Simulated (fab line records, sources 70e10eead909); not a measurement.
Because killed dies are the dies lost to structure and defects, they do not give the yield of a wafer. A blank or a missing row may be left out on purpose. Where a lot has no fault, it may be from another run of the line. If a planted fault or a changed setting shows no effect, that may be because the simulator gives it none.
fab line records	flow nand_harc
[record] lots = 13	wafers = 39	last_day = 24
route steps=1159 shown A_M1@1046 THIN_TSV@1152 END@1159
lots untouched by any fault: they come from a run of this same line in which no faults occurred
start_h: hours from the record's first day to the start of the lot's first wafer shown	wait_h: hours from the lot's prior step to this one	" as in the row above	L1.1+2: one row covering several wafers at once	- value missing, or start not given	* or withheld: withheld	< > ~ a bound
route shown NAME@n: names a module that has steps shown in the file, with the first one's number in the route	usual: average and standard deviation across the fault-free wafers	same: alike in all rows	chamber/n: place in a boat	sites: readings site by site	_std_site: standard deviation of those values	_edge_site: mean of outer sites minus mean of inner sites	radius_mm: for every site, how far away it sits from the centre of the wafer	mask NAME#n: copy n	behind: the most recent tool/chamber to have shaped the wafer	hold: what put the lot on hold/how long, in hours/how the hold closed	device: transistor that didn't switch, given as n, p or np	end of line: the route-end tests of the same wafers	a step given without rows: its recipe and nothing more	killed: dies lost to structure and defects at the first sort, not the wafer's yield	map: shows each die of a wafer: x if killed, . if not, _ if none is there
set.NAME: setting as actually run; set.NAME@STEP: the setting as run at that earlier step	model.NAME: the simulator's own value behind a step, which no gauge read
the route's steps for a sample of lots (tables are steps, rows are wafers)
services: the hour from which a tool's chamber was out of use, counted from the record's first day as start_h (under 0 if before that day), plus the number of hours and why
[[steps]]
[step NHARC_A_M1_DEGAS_29]
[recipe] temp_c = 250	time_s = 60
[usual] heater_power_w = 338/49
lot.wafer	tool	chamber	start_h	wait_h	heater_power_w
L840.4	pvd_sputter-02	-	411.69	-	366
L840.6	"	-	"	"	358
L840.5	"	-	"	"	313
L844.2	pvd_sputter-02	-	413.74	-	310
L844.6	"	-	"	"	312
L844.5	"	-	"	"	420
L841.3	pvd_sputter-01	-	413.99	-	397
L841.5	"	-	"	"	303
L841.6	"	-	"	"	269
L842.4	pvd_sputter-02	-	417.08	-	315
L842.1	"	-	"	"	417
L842.6	"	-	"	"	307
L843.3	pvd_sputter-03	-	433.36	-	327
L843.1	"	-	"	"	402
L843.5	"	-	"	"	325
L847.4	pvd_sputter-02	-	438.87	-	322
L847.3	"	-	"	"	307
L847.6	"	-	"	"	315
L846.2	pvd_sputter-02	-	447.19	-	365
L846.1	"	-	"	"	311
L846.3	"	-	"	"	415
L848.1	pvd_sputter-01	-	465.98	-	291
L848.4	"	-	"	"	398
L848.5	"	-	"	"	342
L856.4	pvd_sputter-01	-	510.57	-	260
L856.2	"	-	"	"	402
L856.5	"	-	"	"	406
L857.4	pvd_sputter-03	-	518.19	-	385
L857.2	"	-	"	"	291
L857.6	"	-	"	"	301
L861.4	pvd_sputter-02	-	520.15	-	354
L861.2	"	-	"	"	313
L861.6	"	-	"	"	323
L860.4	pvd_sputter-03	-	533.28	-	304
L860.1	"	-	"	"	290
L860.6	"	-	"	"	303
L862.2	pvd_sputter-03	-	538.80	-	398
L862.3	"	-	"	"	293
L862.5	"	-	"	"	398
[step NHARC_A_M1_ANNEAL_31]
[recipe] temp_c = 225	time_s = 90
[usual] wafer_temp_C_max = 226.5/0.47
lot.wafer	tool	chamber	start_h	wait_h	wafer_temp_C_max
L840.4	rtp_anneal-02	0	412.84	0.4	226.5
L840.5	"	0	"	"	227.5
L840.6	"	0	"	"	227.5
L844.2	rtp_anneal-01	0	414.58	0.4	226.2
L844.5	"	0	"	"	226.5
L844.6	"	0	"	"	225.9
L841.3	rtp_anneal-02	0	415.13	-	226.7
L841.5	"	0	"	"	227.7
L841.6	"	0	"	"	226.9
L842.1	rtp_anneal-01	0	418.09	-	225.8
L842.4	"	0	"	"	225.8
L842.6	"	0	"	"	226.3
L843.1	rtp_anneal-01	0	434.10	0.3	226.0
L843.3	"	0	"	"	226.0
L843.5	"	0	"	"	226.0
L847.3	rtp_anneal-01	0	439.98	-	226.0
L847.4	"	0	"	"	225.9
L847.6	"	0	"	"	226.0
L846.1	rtp_anneal-02	0	447.93	-	226.8
L846.2	"	0	"	"	226.7
L846.3	"	0	"	"	226.2
L848.1	rtp_anneal-01	0	466.81	0.3	225.9
L848.4	"	0	"	"	226.6
L848.5	"	0	"	"	225.7
L856.2	rtp_anneal-02	0	511.40	-	226.2
L856.4	"	0	"	"	226.0
L856.5	"	0	"	"	226.1
L857.2	rtp_anneal-02	0	518.98	0.4	226.5
L857.4	"	0	"	"	227.2
L857.6	"	0	"	"	226.7
L861.2	rtp_anneal-02	0	520.96	-	226.5
L861.4	"	0	"	"	226.9
L861.6	"	0	"	"	226.6
L860.1	rtp_anneal-02	0	534.02	-	226.3
L860.4	"	0	"	"	226.9
L860.6	"	0	"	"	226.8
L862.2	rtp_anneal-01	0	539.64	-	226.0
L862.3	"	0	"	"	226.0
L862.5	"	0	"	"	226.0
[step NHARC_A_M1_INSPECT_27]
[usual] raw_defect_count = 477/150
lot.wafer	tool	chamber	start_h	wait_h	raw_defect_count
L840.4	defect_inspect-02	-	413.53	0.0	456
L840.5	"	-	"	"	773
L840.6	"	-	"	"	438
L844.2	defect_inspect-01	-	415.34	0.0	417
L844.5	"	-	"	"	357
L844.6	"	-	"	"	345
L841.3	defect_inspect-02	-	415.85	0.0	296
L841.5	"	-	"	"	344
L841.6	"	-	"	"	481
L842.1	defect_inspect-01	-	418.90	0.0	356
L842.4	"	-	"	"	380
L842.6	"	-	"	"	477
L843.1	defect_inspect-02	-	434.92	0.0	409
L843.3	"	-	"	"	319
L843.5	"	-	"	"	301
L847.3	defect_inspect-02	-	440.69	0.0	372
L847.4	"	-	"	"	369
L847.6	"	-	"	"	623
L846.1	defect_inspect-02	-	448.74	0.0	482
L846.2	"	-	"	"	639
L846.3	"	-	"	"	548
L848.1	defect_inspect-02	-	467.63	0.0	496
L848.4	"	-	"	"	507
L848.5	"	-	"	"	1083
L856.2	defect_inspect-01	-	512.18	0.0	668
L856.4	"	-	"	"	481
L856.5	"	-	"	"	436
L857.2	defect_inspect-01	-	519.75	0.0	459
L857.4	"	-	"	"	370
L857.6	"	-	"	"	386
L861.2	defect_inspect-02	-	521.73	0.0	450
L861.4	"	-	"	"	489
L861.6	"	-	"	"	255
L860.1	defect_inspect-01	-	534.86	0.0	435
L860.4	"	-	"	"	416
L860.6	"	-	"	"	451
L862.2	defect_inspect-01	-	540.41	0.0	496
L862.3	"	-	"	"	496
L862.5	"	-	"	"	477
[step NHARC_THIN_TSV_ETCH_36]
[recipe] target_depth_a = 650	over_etch_frac = 0.3	time_s = 18.571	ion_energy_ev = 150	chemistry = Cl2/BCl3
[usual] drypump_motor_current_A = 5.9/0.45	oes_product_au = 1.003/0.0072
lot.wafer	tool	chamber	start_h	wait_h	drypump_motor_current_A	oes_product_au	rf_hours_counter_h
L844.2	rie_metal-02	1	440.09	0.2	5.4	1.000	0.9
L844.5	"	1	"	"	5.4	1.003	-
L844.6	"	0	"	"	5.5	0.999	-
L840.4	rie_metal-01	0	441.32	0.1	5.7	1.011	-
L840.6	"	1	"	"	5.9	1.006	-
L840.5	"	0	"	"	5.7	1.018	-
L841.3	rie_metal-01	1	443.70	0.2	5.9	1.001	-
L841.6	"	0	"	"	5.7	1.009	-
L841.5	"	1	"	"	5.9	1.003	-
L842.1	rie_metal-03	1	444.92	0.2	6.8	1.002	4.8
L842.4	"	0	"	"	6.0	1.005	-
L842.6	"	1	"	"	6.8	1.001	-
L843.1	rie_metal-01	0	461.74	0.4	5.7	1.004	4.4
L843.3	"	0	"	"	5.7	1.008	-
L843.5	"	0	"	"	5.7	1.007	-
L847.4	rie_metal-01	0	466.70	0.1	5.7	1.015	-
L847.3	"	1	"	"	5.9	1.006	-
L847.6	"	1	"	"	5.9	1.005	-
L846.2	rie_metal-03	0	473.22	0.2	6.0	0.993	0.5
L846.1	"	1	"	"	6.8	0.993	0.5
L846.3	"	0	"	"	6.0	1.007	-
L848.1	rie_metal-02	1	491.74	0.2	5.4	0.998	2.9
L848.4	"	0	"	"	5.4	1.005	-
L848.5	"	0	"	"	5.5	1.017	-
L856.2	rie_metal-03	0	536.37	0.2	6.0	0.826	1.8
L856.4	"	0	"	"	6.1	0.834	-
L856.5	"	0	"	"	6.0	0.840	-
L857.2	rie_metal-03	0	547.37	0.2	6.0	0.840	2.3
L857.4	"	0	"	"	6.0	0.841	-
L857.6	"	1	"	"	6.8	0.994	-
L861.2	rie_metal-01	0	548.54	0.2	5.7	0.981	1.4
L861.4	"	0	"	"	5.7	0.994	-
L861.6	"	1	"	"	5.9	1.002	-
L860.1	rie_metal-01	0	558.38	0.2	5.7	0.994	1.6
L860.4	"	1	"	"	5.9	1.002	-
L860.6	"	1	"	"	5.9	1.008	-
L862.2	rie_metal-01	0	565.22	0.2	5.7	1.002	1.9
L862.3	"	0	"	"	5.7	1.002	-
L862.5	"	0	"	"	5.7	0.998	-
[step NHARC_END_SORT_01]
[recipe] temp_c = 25
[usual] defect_limited_yield = 95.7/1.5	killed_at_array = 25/9.8	killed_at_other = 0.8/1.1	killed_at_periphery = 3.3/2.1	killed_dies = 29/10	killed_open = 3.3/1.8	killed_short = 1.9/1.4	sort_bin_2_pct = 1.3/0.6	sort_bin_3_pct = 0.25/0.23	sort_bin_4_pct = 2.8/0.97	sort_n_pass = 648/10	sort_rim_yield_pct = 95/3.2	sort_yield_pct = 95.7/1.5
[same] gross_dies = 677	sort_bin_5_pct[%] = 0	sort_bin_6_pct[%] = 0	sort_bin_7_pct[%] = 0	sort_bin_8_pct[%] = 0	sort_rim_n_gross = 106.00
lot.wafer	tool	chamber	start_h	wait_h	defect_limited_yield[%]	killed_at_array	killed_at_other	killed_at_periphery	killed_dies	killed_open	killed_short	sort_bin_2_pct[%]	sort_bin_3_pct[%]	sort_bin_4_pct[%]	sort_n_pass	sort_rim_yield_pct[%]	sort_yield_pct[%]
L846.1	prober-02	0	488.18	2.5	96.6	22	0	1	23	1	2	1.2	0.44	1.8	654	90	96.6
L846.2	prober-02	0	488.99	2.8	95.9	23	2	3	28	1	2	1.5	0.44	2.2	649	94	95.9
L846.3	prober-02	0	489.80	3.1	95.4	24	1	6	31	6	2	2.2	0	2.4	646	95	95.4
// killed by level:class
L846.1 A_CHANNEL_HOLE_D1:chamber_film_flake=9 A_STAIRCASE:chamber_film_flake=6 A_CONTACT:chamber_film_flake=3 A_CHANNEL_FILL_D1:geometric_particle:open=1 A_SGD_CUT:geometric_particle:short=1 A_WL_FILL:geometric_particle:short=1 P_STI:chamber_film_flake=1 A_WL_FILL:chamber_film_flake=1
L846.2 A_CHANNEL_HOLE_D1:chamber_film_flake=14 A_STAIRCASE:chamber_film_flake=4 A_WL_FILL:chamber_film_flake=3 THIN_TSV:chamber_film_flake=2 P_STI:geometric_particle:short=1 P_GATE:geometric_particle:open=1 A_M0:geometric_particle:short=1 P_STI:chamber_film_flake=1
L846.3 A_CHANNEL_HOLE_D1:chamber_film_flake=10 A_STAIRCASE:chamber_film_flake=5 P_STI:chamber_film_flake=4 P_CONTACT:geometric_particle:open=2 A_SGD_CUT:geometric_particle:short=2 A_BLC:geometric_particle:open=2 A_CONTACT:chamber_film_flake=2 A_CONTACT:geometric_particle:open=1
[[services]]
tool	chamber	start_h	hours	kind
rie_metal-02	-	388.19	9.0	pm
rie_metal-02	0	388.19	9.0	vent_cycle
rie_metal-02	1	388.19	9.0	vent_cycle
rie_metal-01	-	391.45	1.5	repair
pvd_sputter-02	-	392.06	10.0	pm
rie_metal-02	0	397.19	-	clean
rie_metal-03	-	414.47	0.5	repair
pvd_sputter-01	-	423.68	14.6	repair
rie_metal-01	1	448.59	15.4	repair
pvd_sputter-01	-	452.56	1.1	repair
rie_metal-03	-	453.00	9.0	pm
rie_metal-03	0	453.00	9.0	vent_cycle
rie_metal-03	1	453.00	9.0	vent_cycle
pvd_sputter-03	-	456.19	2.4	repair
rie_metal-03	0	462.00	-	clean
rie_metal-03	1	462.00	-	clean
pvd_sputter-03	-	487.68	5.5	repair
rie_metal-01	-	509.00	9.0	pm
rie_metal-01	0	509.00	9.0	vent_cycle
rie_metal-01	1	509.00	9.0	vent_cycle
rie_metal-01	0	518.00	-	clean
rie_metal-01	1	518.00	-	clean
pvd_sputter-01	-	518.03	10.0	pm
rie_metal-02	-	565.19	9.0	pm
[[key]]
[first_sign] step = NHARC_THIN_TSV_ETCH_36	reading = oes_product_au	direction = down	sigmas = 23	usual = 1.003	struck = 0.836
effect none on later readings
met_at NHARC_THIN_TSV_ETCH_36
struck_lots L856,L857
struck_wafers L856.2,L856.4,L856.5,L857.2,L857.4
not_acting_at NHARC_A_M1_DEGAS_29,NHARC_A_M1_ANNEAL_31,NHARC_A_M1_INSPECT_27
onset_between 473.22 536.37
[fault] kind = process_parameter_drift	tool = rie_metal-03	chamber = -	onset_h = 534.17	steps = NHARC_THIN_TSV_ETCH_36	channel = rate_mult	offset = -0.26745	shape = step	end_h = 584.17	scope = struck_wafers_only
